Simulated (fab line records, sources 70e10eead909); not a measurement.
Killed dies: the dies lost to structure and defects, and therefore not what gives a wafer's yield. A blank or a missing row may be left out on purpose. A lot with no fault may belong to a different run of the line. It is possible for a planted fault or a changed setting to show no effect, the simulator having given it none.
fab line records -- flow nand-harc
record: lots: 6, wafers: 18, last-day: 33
route steps=1302 shown A_STAIRCASE@823 END@1302
lots that met no fault: from a run of the same line without faults
start-h: the number of hours between the record's first day and the start of the first shown wafer of the lot -- wait-h: how many hours have passed since the lot's step before this one -- " the same as in the row above -- L1.1+2: a row that stands for several wafers -- - value missing, or start not given -- * or withheld: withheld -- < > ~ a bound
route shown NAME@n: names a module that has steps shown in the file, with the first one's number in the route -- usual: mean/standard deviation of fault-free wafers -- same: alike in all rows -- chamber/n: place in a boat -- sites: per-site readings -- _std_site: standard deviation of those values -- _edge_site: outer sites' mean less inner sites' -- radius-mm: for every site, how far away it sits from the centre of the wafer -- mask NAME#n: copy n -- behind: the tool/chamber that last shaped the wafer -- hold: reason for holding the lot/hours on hold/outcome of the hold -- device: names the non-switching transistor (n, p or np) -- end of line: the same wafers' tests at the end of the route -- a step given without rows: its recipe and nothing more -- killed: dies lost to structure and defects at the first sort, not the wafer's yield -- map: per-die view of a wafer (x killed, . not killed, _ where there is no die)
set.NAME: the setting the step ran with; set.NAME@STEP: the setting that earlier step ran with -- model.NAME: the simulator's own value behind a step, which no gauge read
lots at selected steps of the route; one table per step, one row per wafer
services: the hour from which a tool's chamber was out of use, counted from the record's first day as start-h (under 0 if before that day), plus the number of hours and why
== steps ==
step: NHARC_A_STAIRCASE_SOFTBAKE_305
recipe: temp-c: 135, time-s: 170
step: NHARC_A_STAIRCASE_EBR_306
step: NHARC_A_STAIRCASE_EXPOSE_307
recipe: na: 0.5, dose-mj: 45.72, mask-id: CHOP_50
step: NHARC_A_STAIRCASE_PEB_308
recipe: peb-temp-c: 115, peb-time-s: 130
step: NHARC_A_STAIRCASE_DEVELOP_309
recipe: time-s: 140
step: NHARC_A_STAIRCASE_HARDBAKE_311
recipe: temp-c: 120, time-s: 140
step: NHARC_A_STAIRCASE_DESCUM_312
recipe: time-s: 3, o2-flow-sccm: 200, ar-flow-sccm: 0, bias-power-w: 0, chemistry: O2
usual: chamber-pressure-mTorr: 59.99/0.054, drypump-motor-current-A: 5.6/0.44, oes-product-au: 0.996/0.012, rf-vpp-V: 57.8/0.78, showerhead-plenum-p-Torr: 1.93/0.063, throttle-valve-pct: 11.312/0.0094
lot.wafer,tool,chamber,start-h,wait-h,chamber-pressure-mTorr,drypump-motor-current-A,oes-product-au,rf-hours-counter-h,rf-vpp-V,showerhead-plenum-p-Torr,throttle-valve-pct
L827.2,rie-diel-08,3,422.65,-,60.04,5.5,0.988,19,57.7,1.80,11.315
L827.3,rie-diel-08,0,422.65,-,59.97,5.2,0.992,11,56.7,1.91,11.313
L827.6,rie-diel-08,3,422.65,-,59.96,5.5,0.988,-,56.3,1.80,11.326
L828.1,rie-diel-07,2,433.11,-,60.03,5.2,0.995,40,57.8,1.98,11.312
L828.2,rie-diel-07,3,433.11,-,59.96,5.2,0.979,37,57.0,1.88,11.307
L828.5,rie-diel-07,2,433.11,-,60.06,5.2,0.988,-,58.2,1.98,11.310
L831.2,rie-diel-07,0,459.10,-,59.91,6.2,0.979,41,57.4,2.03,11.305
L831.4,rie-diel-07,3,459.10,-,60.05,5.2,0.987,44,57.4,1.88,11.310
L831.5,rie-diel-07,1,459.10,-,59.89,5.0,0.982,-,57.7,1.96,11.314
L834.4,rie-diel-07,2,488.89,-,60.02,5.2,0.997,2,58.1,1.98,11.310
L834.1,rie-diel-07,3,488.89,-,59.96,5.3,0.995,1,57.3,1.88,11.306
L834.2,rie-diel-07,0,488.89,-,60.01,6.2,0.982,2,57.9,2.02,11.308
L845.4,rie-diel-06,0,600.65,-,59.98,5.5,0.981,30,59.4,2.01,11.322
L845.2,rie-diel-06,3,600.65,-,60.00,5.9,0.990,32,57.3,1.87,11.295
L845.6,rie-diel-06,1,600.65,-,59.93,5.7,1.006,-,58.2,1.87,11.324
L846.1,rie-diel-06,0,611.49,-,59.99,5.5,0.991,33,56.8,2.00,11.314
L846.2,rie-diel-06,2,611.49,-,59.96,6.6,0.987,43,56.8,1.85,11.325
L846.6,rie-diel-06,0,611.49,-,60.01,5.5,0.989,-,58.9,2.00,11.307
step: NHARC_A_STAIRCASE_ETCH_313
recipe: cf4-flow-sccm: 100, chf3-flow-sccm: 30, ar-flow-sccm: 0, rf-w: 500, bias-w: 200, chemistry: CF4/CHF3
usual: chamber-pressure-mTorr: 25.002/0.022, drypump-motor-current-A: 5.6/0.44, oes-product-au: 0.924/0.014, rf-fwd-power-W: 496.7/1.8, rf-vpp-V: 370.8/1.8, showerhead-plenum-p-Torr: 1.58/0.05, throttle-valve-pct: 16.803/0.0092
lot.wafer,tool,chamber,start-h,wait-h,chamber-pressure-mTorr,drypump-motor-current-A,oes-product-au,rf-fwd-power-W,rf-hours-counter-h,rf-vpp-V,showerhead-plenum-p-Torr,throttle-valve-pct
L827.2,rie-diel-08,1,422.72,0.1,25.015,5.7,0.938,497.7,15,371.4,1.60,16.791
L827.3,rie-diel-08,3,422.72,0.1,25.029,5.5,0.906,495.6,19,368.9,1.48,16.784
L827.6,rie-diel-08,2,422.72,0.1,24.949,5.4,0.933,497.5,-,368.4,1.56,16.793
L828.1,rie-diel-07,1,433.19,0.1,25.025,5.0,0.922,497.9,37,373.1,1.61,16.785
L828.2,rie-diel-07,0,433.19,0.1,25.054,6.1,0.925,498.3,34,373.8,1.66,16.819
L828.5,rie-diel-07,1,433.19,0.1,24.993,5.0,0.933,496.6,-,370.6,1.61,16.795
L831.4,rie-diel-07,3,459.19,0.1,24.987,5.3,0.909,494.8,44,369.4,1.55,16.802
L831.2,rie-diel-07,1,459.19,0.1,24.988,5.0,0.927,497.3,43,372.8,1.61,16.786
L831.5,rie-diel-07,2,459.19,0.1,25.016,5.2,0.927,494.9,-,373.0,1.63,16.794
L834.2,rie-diel-07,2,488.99,0.1,25.023,5.3,0.930,496.3,2,372.2,1.62,16.808
L834.4,rie-diel-07,3,488.99,0.1,24.999,5.3,0.924,497.1,1,370.5,1.55,16.809
L834.1,rie-diel-07,0,488.99,0.1,24.974,6.1,0.911,498.1,2,373.1,1.66,16.800
L845.2,rie-diel-06,0,600.73,0.1,25.000,5.5,0.905,496.4,30,374.1,1.65,16.792
L845.4,rie-diel-06,2,600.73,0.1,25.031,6.6,0.916,494.8,40,371.4,1.52,16.819
L845.6,rie-diel-06,1,600.73,0.1,24.969,5.7,0.927,496.7,-,369.0,1.54,16.816
L846.2,rie-diel-06,0,611.79,0.3,25.003,5.5,0.925,498.8,33,372.6,1.64,16.803
L846.1,rie-diel-06,1,611.79,0.3,24.992,5.7,0.943,494.7,39,369.3,1.54,16.799
L846.6,rie-diel-06,3,611.79,0.3,25.011,5.9,0.944,490.8,-,370.9,1.54,16.794
step: NHARC_A_STAIRCASE_HM_OPEN_463
recipe: o2-flow-sccm: 400, cos-flow-sccm: 20, ar-flow-sccm: 0, rf-w: 500, bias-w: 300, chemistry: O2/COS
usual: chamber-pressure-mTorr: 20.000/0.02, drypump-motor-current-A: 5.6/0.43, oes-product-au: 0.996/0.01, rf-vpp-V: 467.6/2.3, showerhead-plenum-p-Torr: 3.14/0.1, throttle-valve-pct: 28.330/0.0085
lot.wafer,tool,chamber,start-h,wait-h,chamber-pressure-mTorr,drypump-motor-current-A,oes-product-au,rf-hours-counter-h,rf-vpp-V,showerhead-plenum-p-Torr,throttle-valve-pct
L827.3,rie-diel-08,2,-,-,20.031,5.4,1.011,12,466.4,3.10,28.305
L827.2,rie-diel-08,0,-,-,20.013,5.2,1.001,11,469.6,3.12,28.338
L827.6,rie-diel-08,1,-,-,20.004,5.8,1.017,-,468.7,3.17,28.325
L828.2,rie-diel-07,3,-,-,20.016,5.3,0.985,37,467.9,3.07,28.320
L828.1,rie-diel-07,0,-,-,19.993,6.2,0.992,34,471.0,3.30,28.324
L828.5,rie-diel-07,2,-,-,19.981,5.2,0.994,-,469.6,3.23,28.332
L831.4,rie-diel-07,0,-,-,20.005,6.2,0.981,41,471.8,3.29,28.323
L831.2,rie-diel-07,1,-,-,20.015,5.0,0.989,43,468.7,3.19,28.330
L831.5,rie-diel-07,2,-,-,20.038,5.2,0.986,-,470.6,3.22,28.348
L834.1,rie-diel-07,1,-,-,19.992,5.1,0.992,2,469.2,3.19,28.337
L834.4,rie-diel-07,2,-,-,20.022,5.2,1.000,2,469.3,3.22,28.328
L834.2,rie-diel-07,3,-,-,20.006,5.3,0.990,1,466.7,3.07,28.339
L845.4,rie-diel-06,0,-,-,20.001,5.5,0.990,31,468.9,3.26,28.327
L845.2,rie-diel-06,1,-,-,19.998,5.7,1.006,37,465.0,3.06,28.323
L845.6,rie-diel-06,0,-,-,19.986,5.5,0.985,-,469.9,3.26,28.322
L846.2,rie-diel-06,2,-,-,20.000,6.6,0.985,43,464.9,3.02,28.339
L846.1,rie-diel-06,1,-,-,20.005,5.7,1.015,39,465.2,3.06,28.330
L846.6,rie-diel-06,3,-,-,19.981,5.9,1.008,-,466.7,3.06,28.313
step: NHARC_A_STAIRCASE_STRIP_464
recipe: o2-flow-sccm: 400, cos-flow-sccm: 20, ar-flow-sccm: 0, bias-w: 0, chemistry: O2/COS
step: NHARC_A_STAIRCASE_ETCH_453
recipe: target-depth-a: 300, overetch-a: 30, time-s: 16.5, ion-energy-ev: 100, cf4-flow-sccm: 80, o2-flow-sccm: 20, ar-flow-sccm: 0, rf-w: 300, bias-w: 100, chemistry: CF4/O2
usual: chamber-pressure-mTorr: 29.994/0.027, drypump-motor-current-A: 5.5/0.43, oes-product-au: 0.995/0.011, rf-fwd-power-W: 293.9/1.7, rf-vpp-V: 198.0/1.3, showerhead-plenum-p-Torr: 1.34/0.044, throttle-valve-pct: 13.397/0.0096
lot.wafer,tool,chamber,start-h,wait-h,chamber-pressure-mTorr,drypump-motor-current-A,oes-product-au,rf-fwd-power-W,rf-hours-counter-h,rf-vpp-V,showerhead-plenum-p-Torr,throttle-valve-pct
L827.2,rie-diel-08,3,-,-,29.992,5.5,0.981,292.2,19,196.3,1.26,13.384
L827.3,rie-diel-08,0,-,-,29.990,5.2,0.995,291.9,11,196.0,1.33,13.405
L827.6,rie-diel-08,3,-,-,29.978,5.5,0.976,292.4,-,196.0,1.26,13.390
L828.1,rie-diel-07,3,-,-,29.964,5.3,0.983,293.0,37,197.1,1.31,13.396
L828.2,rie-diel-07,0,-,-,30.054,6.1,0.992,296.9,34,198.8,1.41,13.384
L828.5,rie-diel-07,3,-,-,29.994,5.2,0.972,293.6,-,198.7,1.31,13.392
L831.2,rie-diel-07,2,-,-,30.016,5.2,0.991,295.2,48,197.9,1.38,13.383
L831.4,rie-diel-07,0,-,-,30.022,6.2,0.972,296.3,42,198.5,1.41,13.415
L831.5,rie-diel-07,2,-,-,30.063,5.2,0.984,296.5,-,197.3,1.38,13.400
L834.2,rie-diel-07,3,-,-,29.975,5.2,1.006,292.4,2,195.9,1.31,13.401
L834.1,rie-diel-07,1,-,-,30.050,5.0,0.995,294.9,2,198.6,1.36,13.399
L834.4,rie-diel-07,2,-,-,29.974,5.2,1.000,295.4,2,199.5,1.38,13.389
L845.2,rie-diel-06,0,-,-,30.012,5.5,0.985,292.2,31,199.3,1.40,13.398
L845.4,rie-diel-06,1,-,-,29.975,5.7,1.019,293.5,37,197.6,1.31,13.399
L845.6,rie-diel-06,2,-,-,30.018,6.6,0.996,294.7,-,196.7,1.29,13.395
L846.2,rie-diel-06,1,-,-,29.971,5.7,1.009,292.2,40,197.0,1.31,13.381
L846.1,rie-diel-06,0,-,-,29.965,5.5,0.981,293.7,34,199.4,1.40,13.392
L846.6,rie-diel-06,2,-,-,29.999,6.7,0.984,292.5,-,197.7,1.29,13.387
step: NHARC_A_STAIRCASE_ETCH_315
recipe: target-depth-a: 25000, time-s: 607.1, ion-energy-ev: 800, c4f8-flow-sccm: 80, o2-flow-sccm: 60, ar-flow-sccm: withheld, rf-w: 600, bias-w: 3000, chemistry: C4F8/O2/Ar
usual: chamber-pressure-mTorr: 25.000/0.024, oes-product-au: 0.927/0.011, rf-fwd-power-W: 599.0/1.8, rf-vpp-V: 1829/7.8
lot.wafer,tool,chamber,start-h,wait-h,chamber-pressure-mTorr,oes-product-au,rf-fwd-power-W,rf-hours-counter-h,rf-vpp-V
L827.2,rie-diel-08,1,423.24,-,24.971,0.943,598.1,15,1829
L827.3,rie-diel-08,0,423.24,-,25.011,0.932,599.6,11,1827
L827.6,rie-diel-08,2,423.24,-,24.978,0.939,598.3,-,1826
L828.2,rie-diel-07,2,433.79,-,25.000,0.926,600.1,40,1834
L828.1,rie-diel-07,3,433.79,-,24.997,0.918,597.9,37,1824
L828.5,rie-diel-07,1,433.79,-,24.995,0.928,597.6,-,1832
L831.4,rie-diel-07,3,459.83,-,24.970,1.010,694.0,44,1824
L831.2,rie-diel-07,0,459.83,-,25.022,1.006,696.6,42,1841
L831.5,rie-diel-07,2,459.83,-,25.010,1.007,693.6,-,1834
L834.2,rie-diel-07,1,489.54,-,25.038,1.012,693.4,2,1831
L834.4,rie-diel-07,2,489.54,-,25.022,1.015,696.9,2,1836
L834.1,rie-diel-07,3,489.54,-,24.960,1.012,694.7,2,1821
L845.4,rie-diel-06,1,601.34,-,24.946,0.943,601.9,37,1822
L845.2,rie-diel-06,2,601.34,-,25.000,0.921,600.1,41,1818
L845.6,rie-diel-06,3,601.34,-,24.996,0.936,599.2,-,1821
L846.1,rie-diel-06,0,612.83,-,24.992,0.910,599.1,34,1838
L846.2,rie-diel-06,2,612.83,-,24.975,0.914,599.5,43,1817
L846.6,rie-diel-06,0,612.83,-,25.022,0.922,597.4,-,1840
step: NHARC_A_STAIRCASE_STRIP_316
recipe: o2-flow-sccm: 500, ar-flow-sccm: 0, bias-w: 0, chemistry: O2
usual: chamber-pressure-mTorr: 60.00/0.055, drypump-motor-current-A: 5.5/0.42, oes-product-au: 0.996/0.01, rf-vpp-V: 57.8/0.87, showerhead-plenum-p-Torr: 3.55/0.11, throttle-valve-pct: 17.036/0.0098
lot.wafer,tool,chamber,start-h,wait-h,chamber-pressure-mTorr,drypump-motor-current-A,oes-product-au,rf-hours-counter-h,rf-vpp-V,showerhead-plenum-p-Torr,throttle-valve-pct
L827.3,rie-diel-08,0,-,-,59.99,5.2,0.990,11,58.1,3.53,17.043
L827.2,rie-diel-08,1,-,-,60.08,5.7,1.007,15,56.2,3.58,17.028
L827.6,rie-diel-08,3,-,-,59.91,5.5,0.973,-,58.4,3.33,17.042
L828.2,rie-diel-07,0,-,-,60.01,6.2,0.989,34,58.2,3.72,17.046
L828.1,rie-diel-07,3,-,-,59.99,5.2,0.974,37,56.6,3.47,17.026
L828.5,rie-diel-07,1,-,-,60.04,5.1,0.995,-,58.9,3.61,17.050
L831.4,rie-diel-07,2,-,-,59.96,5.2,1.000,48,58.1,3.64,17.041
L831.2,rie-diel-07,3,-,-,59.98,5.3,0.995,45,55.7,3.47,17.044
L831.5,rie-diel-07,0,-,-,59.97,6.1,0.989,-,57.9,3.72,17.037
L834.4,rie-diel-07,1,-,-,59.94,5.0,0.998,2,57.9,3.60,17.048
L834.2,rie-diel-07,2,-,-,60.07,5.2,0.992,2,56.7,3.64,17.055
L834.1,rie-diel-07,3,-,-,60.02,5.3,1.002,2,57.8,3.47,17.039
L845.4,rie-diel-06,1,-,-,59.97,5.7,1.012,37,56.9,3.46,17.034
L845.2,rie-diel-06,3,-,-,59.99,5.9,1.010,32,58.0,3.46,17.045
L845.6,rie-diel-06,1,-,-,60.03,5.7,1.010,-,58.5,3.46,17.029
L846.2,rie-diel-06,0,-,-,60.06,5.5,0.979,34,58.4,3.68,17.028
L846.1,rie-diel-06,3,-,-,59.98,5.9,0.995,36,57.0,3.46,17.031
L846.6,rie-diel-06,0,-,-,60.02,5.5,0.988,-,56.3,3.68,17.040
step: NHARC_END_SORT_01
recipe: temp-c: 25
usual: killed-at-array: 58/20, killed-at-other: 1.0/1.2, killed-at-periphery: 4.1/3, killed-dies: 63/20, killed-open: 3.2/1.7, killed-short: 2.5/1.5
same: gross-dies: 677
lot.wafer,tool,chamber,start-h,wait-h,killed-at-array,killed-at-other,killed-at-periphery,killed-dies,killed-open,killed-short
L827.2,prober-01,0,600.86,2.8,19,4,9,32,8,3
L827.3,prober-01,0,601.66,3.1,37,7,4,48,5,3
L827.6,prober-01,0,604.06,4.0,23,1,4,28,3,0
L828.1,prober-01,0,607.85,2.5,93,1,7,101,2,2
L828.2,prober-01,0,608.66,2.8,75,0,2,77,2,2
L828.5,prober-01,0,611.07,3.7,92,3,4,99,2,5
L831.2,prober-01,0,633.35,2.8,73,0,4,77,7,3
L831.4,prober-01,0,634.96,3.4,70,0,7,77,5,4
L831.5,prober-01,0,635.77,3.7,70,0,3,73,3,3
L834.1,prober-01,0,667.51,2.5,67,0,9,76,1,2
L834.2,prober-01,0,668.31,2.8,69,2,5,76,4,3
L834.4,prober-01,0,669.90,3.4,73,0,5,78,5,4
L845.2,prober-02,0,777.07,2.8,61,1,1,63,6,2
L845.4,prober-02,0,778.70,3.5,79,2,2,83,7,3
L845.6,prober-02,0,780.33,4.1,64,0,2,66,3,5
L846.1,prober-02,0,786.10,2.5,48,1,0,49,2,2
L846.2,prober-02,0,786.90,2.8,49,0,0,49,3,2
L846.6,prober-02,0,790.11,4.0,38,1,1,40,2,1
killed by level:class
L827.2 A_CHANNEL_HOLE_D2:chamber-film-flake=9 THIN_TSV:chamber-film-flake=4 A_CONTACT:chamber-film-flake=3 P_CONTACT:geometric-particle:open=2 A_CHANNEL_FILL_D2:geometric-particle:open=2 A_M1:chamber-film-flake=2 P_ZERO_WELL:geometric-particle:short=1 P_STI:geometric-particle:open=1
L827.3 A_CHANNEL_HOLE_D2:chamber-film-flake=17 A_CONTACT:chamber-film-flake=7 THIN_TSV:chamber-film-flake=7 A_CHANNEL_HOLE_D1:chamber-film-flake=5 A_STAIRCASE:chamber-film-flake=2 P_CONTACT:geometric-particle:short=1 P_M0:geometric-particle:open=1 P_M1:geometric-particle:open=1
L827.6 A_CHANNEL_HOLE_D2:chamber-film-flake=9 A_CHANNEL_HOLE_D1:chamber-film-flake=6 A_CONTACT:chamber-film-flake=6 P_STI:chamber-film-flake=2 P_M0:geometric-particle:open=1 A_ONON_D1:geometric-particle:open=1 A_ONON_D2:geometric-particle:open=1 P_GATE:chamber-film-flake=1
L828.1 A_SLIT:chamber-film-flake=31 A_CHANNEL_HOLE_D1:chamber-film-flake=30 A_CHANNEL_HOLE_D2:chamber-film-flake=25 P_BONDPAD:chamber-film-flake=4 A_CONTACT:chamber-film-flake=2 P_M0:geometric-particle:open=1 A_CHANNEL_FILL_D1:geometric-particle:open=1 A_CHANNEL_FILL_D1:geometric-particle:short=1
L828.2 A_SLIT:chamber-film-flake=30 A_CHANNEL_HOLE_D2:chamber-film-flake=21 A_CHANNEL_HOLE_D1:chamber-film-flake=14 A_STAIRCASE:chamber-film-flake=3 A_CONTACT:chamber-film-flake=2 A_ONON_D2:geometric-particle:open=1 A_CHANNEL_HOLE_D2:geometric-particle:short=1 A_CHANNEL_FILL_D2:geometric-particle:open=1
L828.5 A_CHANNEL_HOLE_D1:chamber-film-flake=27 A_CHANNEL_HOLE_D2:chamber-film-flake=26 A_SLIT:chamber-film-flake=26 A_CHANNEL_FILL_D2:geometric-particle:short=3 THIN_TSV:chamber-film-flake=3 A_CHANNEL_FILL_D2:chamber-film-flake=2 A_CONTACT:chamber-film-flake=2 P_M0:geometric-particle:open=1
L831.2 A_SLIT:chamber-film-flake=29 A_CHANNEL_HOLE_D2:chamber-film-flake=19 A_CHANNEL_HOLE_D1:chamber-film-flake=5 P_BONDPAD:chamber-film-flake=3 A_CHANNEL_FILL_D2:chamber-film-flake=3 A_WL_FILL:chamber-film-flake=3 A_BONDPAD:chamber-film-flake=3 A_M0:geometric-particle:open=2
L831.4 A_SLIT:chamber-film-flake=27 A_CHANNEL_HOLE_D2:chamber-film-flake=24 P_BONDPAD:chamber-film-flake=4 A_CHANNEL_HOLE_D1:chamber-film-flake=4 A_CHANNEL_FILL_D2:chamber-film-flake=3 A_BONDPAD:chamber-film-flake=2 P_M1:geometric-particle:open=1 A_DECK1_JOINT:geometric-particle:short=1
L831.5 A_SLIT:chamber-film-flake=29 A_CHANNEL_HOLE_D2:chamber-film-flake=24 A_CHANNEL_HOLE_D1:chamber-film-flake=6 A_ONON_D1:geometric-particle:short=1 A_CHANNEL_FILL_D1:geometric-particle:open=1 A_CHANNEL_FILL_D2:geometric-particle:open=1 A_CHANNEL_FILL_D2:geometric-particle:short=1 A_CONTACT:geometric-particle:open=1
L834.1 A_SLIT:chamber-film-flake=32 A_CHANNEL_HOLE_D2:chamber-film-flake=12 A_CHANNEL_HOLE_D1:chamber-film-flake=8 A_CONTACT:chamber-film-flake=8 P_STI:chamber-film-flake=6 A_STAIRCASE:chamber-film-flake=4 P_CONTACT:geometric-particle:short=1 P_CONTACT:geometric-particle:open=1
L834.2 A_SLIT:chamber-film-flake=35 A_CHANNEL_HOLE_D2:chamber-film-flake=11 A_CONTACT:chamber-film-flake=8 A_CHANNEL_HOLE_D1:chamber-film-flake=6 A_ONON_D2:geometric-particle:open=2 P_ZERO_WELL:chamber-film-flake=2 THIN_TSV:chamber-film-flake=2 P_GATE:geometric-particle:short=1
L834.4 A_SLIT:chamber-film-flake=33 A_CHANNEL_HOLE_D2:chamber-film-flake=16 A_STAIRCASE:chamber-film-flake=6 A_CHANNEL_HOLE_D1:chamber-film-flake=4 P_STI:chamber-film-flake=3 A_CONTACT:chamber-film-flake=3 A_CHANNEL_FILL_D1:geometric-particle:short=2 A_CHANNEL_FILL_D2:chamber-film-flake=2
L845.2 A_CHANNEL_HOLE_D2:chamber-film-flake=25 A_CHANNEL_HOLE_D1:chamber-film-flake=17 A_SLIT:chamber-film-flake=6 A_DECK1_JOINT:geometric-particle:open=3 A_CHANNEL_HOLE_D2:geometric-particle:open=2 A_CONTACT:chamber-film-flake=2 A_ONON_D1:geometric-particle:short=1 A_CHANNEL_FILL_D2:geometric-particle:short=1
L845.4 A_CHANNEL_HOLE_D2:chamber-film-flake=33 A_CHANNEL_HOLE_D1:chamber-film-flake=19 A_SLIT:chamber-film-flake=9 A_CONTACT:chamber-film-flake=7 A_ONON_D1:geometric-particle:open=2 A_SGD_CUT:chamber-film-flake=2 THIN_TSV:chamber-film-flake=2 P_M2:geometric-particle:open=1
L845.6 A_CHANNEL_HOLE_D2:chamber-film-flake=21 A_CHANNEL_HOLE_D1:chamber-film-flake=15 A_SLIT:chamber-film-flake=8 A_CONTACT:chamber-film-flake=6 A_SGD_CUT:chamber-film-flake=4 A_M0:geometric-particle:open=2 A_STAIRCASE:chamber-film-flake=2 P_CONTACT:geometric-particle:short=1
L846.1 A_SLIT:chamber-film-flake=38 A_ZERO_WELL:chamber-film-flake=2 A_CONTACT:chamber-film-flake=2 A_CHANNEL_HOLE_D1:geometric-particle:short=1 A_CHANNEL_FILL_D1:geometric-particle:open=1 A_SGD_CUT:geometric-particle:short=1 A_CONTACT:geometric-particle:open=1 A_CHANNEL_HOLE_D2:chamber-film-flake=1
L846.2 A_SLIT:chamber-film-flake=36 A_CONTACT:chamber-film-flake=6 A_CHANNEL_FILL_D1:geometric-particle:open=2 A_STAIRCASE:geometric-particle:short=1 A_WL_FILL:geometric-particle:open=1 A_M0:geometric-particle:short=1 A_ZERO_WELL:chamber-film-flake=1 A_STAIRCASE:chamber-film-flake=1
L846.6 A_SLIT:chamber-film-flake=29 A_CONTACT:chamber-film-flake=2 P_M0:geometric-particle:open=1 A_CHANNEL_FILL_D2:geometric-particle:short=1 A_SGD_CUT:geometric-particle:open=1 A_ZERO_WELL:chamber-film-flake=1 A_CHANNEL_HOLE_D1:chamber-film-flake=1 A_DECK1_JOINT:chamber-film-flake=1
== services ==
tool,chamber,start-h,hours,kind
rie-diel-07,0,401.36,-,clean
rie-diel-07,1,401.36,-,clean
rie-diel-07,2,401.36,-,clean
rie-diel-07,3,401.36,-,clean
rie-diel-08,1,416.73,3.3,repair
rie-diel-07,0,425.86,-,clean
rie-diel-07,1,425.86,-,clean
rie-diel-07,2,425.86,-,clean
rie-diel-07,3,425.86,-,clean
rie-diel-07,1,442.29,7.0,repair
rie-diel-07,0,450.61,-,clean
rie-diel-07,1,450.61,-,clean
rie-diel-07,2,450.61,-,clean
rie-diel-07,3,450.61,-,clean
rie-diel-07,-,471.29,9.0,pm
rie-diel-07,0,471.29,9.0,vent-cycle
rie-diel-06,-,484.74,9.0,pm
rie-diel-08,1,507.94,34.1,repair
rie-diel-08,-,510.07,0.4,repair
rie-diel-08,-,548.92,9.0,pm
rie-diel-06,-,552.38,2.1,repair
rie-diel-06,3,573.18,5.0,repair
rie-diel-08,-,590.30,1.9,repair
rie-diel-08,1,597.98,6.9,repair
== key ==
first-sign: step: NHARC_A_STAIRCASE_ETCH_315, reading: rf-fwd-power-W, direction: up, sigmas: 54, usual: *, struck: *
effect: step: NHARC_A_STAIRCASE_ETCH_315, reading: oes-product-au, direction: up, sigmas: 7.7, usual: 0.927, struck: 1.010
met-at NHARC_A_STAIRCASE_ETCH_315
struck-wafers L831.2,L831.4,L831.5,L834.1,L834.2,L834.4
tester-left-out L831,L834
onset-between 433.79 459.83
fault: kind: process-parameter-drift, tool: rie-diel-07, chamber: -, onset-h: 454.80, steps: NHARC_A_STAIRCASE_ETCH_315, channel: rf-w, offset: *, shape: step, end-h: 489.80, acts-in: *, stated: *
tester-left-out: of these lots the tester's yield and bins aren't shown, on N5 and GAA mostly nor the transistor test; their killed dies are dies lost to structure and defects alone, not to doping, threshold or leakage, so they don't give the yield
